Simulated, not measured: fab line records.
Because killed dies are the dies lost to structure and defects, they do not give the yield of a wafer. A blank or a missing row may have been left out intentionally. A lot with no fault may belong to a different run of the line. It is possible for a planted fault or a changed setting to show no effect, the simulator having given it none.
A struck lot beside a sound one ; flow n5_finfet ; 38 out of 1938 route steps
Sound: wafers L235.1, L235.2, L235.6. Struck: wafers L240.5, L240.6. (L240.3 of the same lot was not struck and is left out.) The cause comes at the end.
Order at every step that has rows: each side's tool, ch and its chambers, its first start. Under that, the readings that differ: sound wafers ; struck wafers ; difference of the means ; sigmas: that difference in standard deviations of wafers without a fault.
alike: words and numbers the same on both sides, and readings whose means are apart by under 2 such deviations; not compared: readings that were withheld, readings missing a value for some wafer, numbers with overlapping values and no deviation given by the record, and bounds like >300 which may hide the same value.
The two part at a step that has a row with sigmas, a row that says differs or no value, or rows on one side only. Numbers that don't overlap but have no deviation are shown without sigmas and don't part them. A reading missing from all wafers of one side parts the sides only when that side holds two or more wafers.

first, 9 steps without rows for these wafers: N5_BEOL_M4_ANNEAL_95 (time 240 s); N5_BEOL_M4_SPUTTER_96 (material Cu, target thk 4.5 nm, time 8.29 s); N5_BEOL_M4_ECD_50 (material Cu, target thk 300 nm); N5_BEOL_M4_ANNEAL_51 (time 90 s); N5_BEOL_M4_CMP_52 (polishes, stops on SiOC, t overpolish 6.8 s, target thk 40 nm); N5_BEOL_M4_PRE_CLEAN_60 (time 15 s); N5_BEOL_M4_CO_CAP_55 (material Co, precursor CCTBA/H2, target thk 2 nm, time 102.1 s); N5_BEOL_M4_PRE_CLEAN_56 (time 15 s); N5_BEOL_M4_DEP_57 (deposits SiCN from 3MS/NH3, target thk 8 nm, time 14 s).
N5_BEOL_M4_RC_MEAS_101:
  sound on prober-01 ch 0, day 10 06:28; struck on prober-02 ch 0, day 11 13:53
reading;sound;struck;difference;sigmas
DIBL_P (mV/V);34.5 32.9 31.5;36.8 39.0;+4.9;+3
IOFF_N (nA/um);0.142 0.127 0.108;0.152 0.208;+0.054;+2
SS_P (mV/dec);72.4 72.5 72.2;74.2 73.8;+1.6;+2
  alike: DIBL_N, IOFF_P, ION_N, ION_P, SS_N, VT_N, VT_P
then, 24 steps without rows for these wafers: N5_BEOL_M5_ILD_DEP_00 (deposits SiCOH lowk from DEMS/porogen, target thk 140.64 nm, time 25.9 s); N5_BEOL_M5_CURE_79 (cures SiCOH lowk, time 240 s); N5_BEOL_M5_PECVD_70 (deposits SiO2 from TEOS/O2, target thk 16 nm, time 18 s); N5_BEOL_M5_HM_DEP_02 (deposits TiN, target thk 20 nm); N5_BEOL_M5_COAT_59 (time 60 s, resist thk 60 nm); N5_BEOL_M5_COAT_60 (time 60 s, resist thk 12 nm); N5_BEOL_M5_COAT_71 (time 60 s, resist thk 5 nm); N5_BEOL_M5_COAT_05 (resist thk 30 nm); N5_BEOL_M5_EBR_07; N5_BEOL_M5_SOFTBAKE_06 (time 60 s); N5_BEOL_M5_EXPOSE_08 (exposes mask M5, target cd 28 nm); N5_BEOL_M5_PEB_09 (peb time 60 s); N5_BEOL_M5_DEVELOP_10 (develop time 30 s); N5_BEOL_M5_DESCUM_16 (chemistry O2, time 7 s); N5_BEOL_M5_ETCH_72 (etches underlayer in N2/H2, target depth 6.5 nm, time 5.2 s); N5_BEOL_M5_ETCH_61 (etches SiARC in CF4, target depth 15.6 nm, time 26 s); N5_BEOL_M5_ETCH_62 (etches SOC in N2/H2, target depth 75 nm, overetch 15 nm, time 112.5 s); N5_BEOL_M5_STRIP_63 (strips in N2/H2); N5_BEOL_M5_STRIP_73 (strips in N2/H2); N5_BEOL_M5_STRIP_64 (strips in CF4); N5_BEOL_M5_HM_OPEN_17 (chemistry Cl2/BCl3, target TiN, target depth 20 nm, overetch 6 nm); N5_BEOL_M5_STRIP_19 (strips in O2); N5_BEOL_M5_COAT_65 (time 60 s, resist thk 60 nm); N5_BEOL_M5_COAT_66 (time 60 s, resist thk 12 nm).
-- here the record skips 4 days between the struck wafers' starts before and after, leaving off in module BEOL_M5 and picking up in module PASSIVATION (first step shown: number 1910 of the route) --
N5_PASSIVATION_AL_DEP_21: deposits Al, target thk 2800 nm, time 170 s.
  struck on pvd_sputter-03, day 15 15:16; sound on pvd_sputter-03, day 14 10:19
reading;sound;struck;difference;sigmas
model.Al_of_PASSIVATION_AL_DEP_21.thk_nm (nm);2815 2848 2848;4151 4208;+1342;
  alike: cathode_dc_power_W, throttle_valve_pct
N5_PASSIVATION_ETCH_59: etches TaN in Cl2/BCl3, target depth 65 nm, time 34.9 s.
  sound on rie_metal-03 ch 0,1, day 14 11:22; struck on rie_metal-02 ch 1, day 15 16:54
reading;sound;struck;difference;sigmas
oes_product_au (a.u.);0.65 0.76 0.65;0.21 0.22;-0.47;-5
throttle_valve_pct (%);20.98 21.12 20.98;22.32 22.30;+1.28;+6
  alike: bias_w, chamber_pressure_mTorr, drypump_motor_current_A
  not compared: rf_hours_counter_h
N5_PASSIVATION_STRIP_52: strips in post etch residue remover, time 1200 s.
  sound on wet_bench-04 ch 1,5,7, day 14 13:50; struck on wet_bench-04 ch 6,7, day 15 19:40
reading;sound;struck;difference;sigmas
model.Al_of_PASSIVATION_AL_DEP_21.thk_nm (nm);2799 2832 2832;4136 4193;+1344;
  alike: bath_guard_temp_C, bath_heat_duty_pct
N5_PASSIVATION_PROBE_49:
  struck on prober-01, day 15 23:41; sound on prober-02, day 14 16:16
reading;sound;struck;difference;sigmas
defect_limited_yield (%);89.9 92.5 92.3;0 0;-92;-61
killed_at_other;8 4 3;1077 1068;+1068;+99 or more
killed_dies;119 89 91;1180 1180;+1080;+60
killed_on_rim;19 9 19;152 152;+136;+33
sort_bin_5_function (%);6.4 4.2 4.3;96.3 96.4;+91.4;+91
sort_n_pass;1061 1091 1089;0 0;-1080;-60
sort_yield_pct (%);89.9 92.5 92.3;0 0;-92;-61
  alike: killed_at_M0_to_M3, killed_at_M4_up, killed_at_contacts, killed_at_front_end, killed_open, killed_short, sort_bin_6_memory

## WHERE THEY PART
Earliest at N5_BEOL_M4_RC_MEAS_101; latest, in this record, at N5_PASSIVATION_PROBE_49.

WHY: whatever the simulator had introduced
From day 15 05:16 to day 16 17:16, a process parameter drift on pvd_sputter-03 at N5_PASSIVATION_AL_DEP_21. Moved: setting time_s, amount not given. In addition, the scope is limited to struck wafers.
